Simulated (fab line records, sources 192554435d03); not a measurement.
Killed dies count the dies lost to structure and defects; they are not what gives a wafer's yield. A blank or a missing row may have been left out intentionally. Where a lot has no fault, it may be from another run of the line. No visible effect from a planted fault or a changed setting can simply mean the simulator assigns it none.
2 desks, one fault ; flow n5-finfet ; what lay behind the numbers comes last; until then each desk has only its own

## METROLOGY DESK
What the gauges read for every lot (on any tool): the sampled wafers with a number, averaged. A lot is out of limits, marked OUT, if its mean lies more than 4 standard deviations from the usual mean; the brackets give that distance. Readings shown: 7 of its 11, picked as those furthest out on some lot.
Columns: A = thk-nm at N5_SD_EPI_P_EPI_MEAS_23, usual 61.0 nm; B = DIBL_N at N5_BEOL_M4_RC_MEAS_101, usual 36.5 mV/V; C = DIBL_P at N5_BEOL_M4_RC_MEAS_101, usual 36.4 mV/V; D = IOFF_N at N5_BEOL_M4_RC_MEAS_101, usual 0.17 nA/um; E = SS_P at N5_BEOL_M4_RC_MEAS_101, usual 73.4 mV/dec; F = VT_N at N5_BEOL_M4_RC_MEAS_101, usual 249 mV; G = VT_P at N5_BEOL_M4_RC_MEAS_101, usual -251 mV
lot;first seen here;A;B;C;D;E;F;G
L243;day 3 12:01;59.3;37.3;37.6;0.19;74.3;246;-250
L244;day 3 16:04;59.9;38.0;37.8;0.18;74.1;247;-250
L245;day 3 23:17;61.8;39.4;38.7;0.22;73.8;246;-252
L250;day 5 04:57;59.7;34.8;34.2;0.15;72.9;249;-250
L251;day 5 13:03;59.9;35.8;33.6;0.13;72.6;254;-256
L258;day 7 05:57;61.3;35.4;35.8;0.13;73.0;254;-252
L262;day 8 03:59;62.0;35.8;37.5;0.17;73.1;249;-253
L263;day 8 11:07;61.1;37.0;36.1;0.17;73.7;249;-250
L264;day 8 15:28;61.7;36.4;37.7;0.17;73.6;248;-254
L266;day 9 06:28;60.8;34.9;33.5;0.14;73.0;251;-252
This desk's verdict: no lot among the 10 shows anything out of limits.

## THE TOOL OWNER'S DESK: rie-diel-05
The tool's own readings at N5_SD_EPI_P_ETCH_36 (etches SiARC in CF4, target depth 45.5 nm, time 75.8 s): means of the sampled wafers that have a number, for each lot that ran on this tool. A lot is out of limits, marked OUT, if its mean lies more than 4 standard deviations from the usual mean; the brackets give that distance.
Columns: A = cf4-flow-sccm at N5_SD_EPI_P_ETCH_36, usual 100.0 sccm; B = drypump-motor-current-A at N5_SD_EPI_P_ETCH_36, usual 5.6 A; C = etch-rf-on-time-s at N5_SD_EPI_P_ETCH_36, usual 75.6 s; D = oes-product-au at N5_SD_EPI_P_ETCH_36, usual 0.66 a.u.; E = rf-vpp-V at N5_SD_EPI_P_ETCH_36, usual 184.2 V; F = showerhead-plenum-p-Torr at N5_SD_EPI_P_ETCH_36, usual 2.15 Torr; G = throttle-valve-pct at N5_SD_EPI_P_ETCH_36, usual 15.61 %
lot;first seen here;A;B;C;D;E;F;G
L245;day 3 19:46;100.2;5.4;74.2;0.70;183.6;2.16;15.39
L250;day 5 01:26;99.9;5.6;94.9 (+9.6) OUT;0.62;185.0;2.17;15.56
L262;day 7 23:38;99.8;5.1;77.9;0.63;183.8;2.12;15.75
L266;day 9 02:14;100.5;5.2;75.8;0.67;184.0;2.10;15.55
Finding of this desk: L250 out of limits; the first was L250 at day 5 01:26, on etch-rf-on-time-s at N5_SD_EPI_P_ETCH_36. Within limits: L245, L262, L266.

## TAKEN TOGETHER
On L250, at day 5 01:26, an alarm was possible from the tool owner's desk.
Nothing out of limits was seen by the metrology desk.
The metrology desk has L250 on record, within its limits.
The lots listed all ran N5_SD_EPI_P_ETCH_36 on rie-diel-05.

## WHAT WAS PUT IN BY THE SIMULATOR
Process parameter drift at N5_SD_EPI_P_ETCH_36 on rie-diel-05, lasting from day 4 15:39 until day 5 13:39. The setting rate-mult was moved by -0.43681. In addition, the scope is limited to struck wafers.
Struck lots among those shown: L250.
How many hours passed from the start of the fault until each desk's first out-of-limits reading: the tool owner's desk, 10.
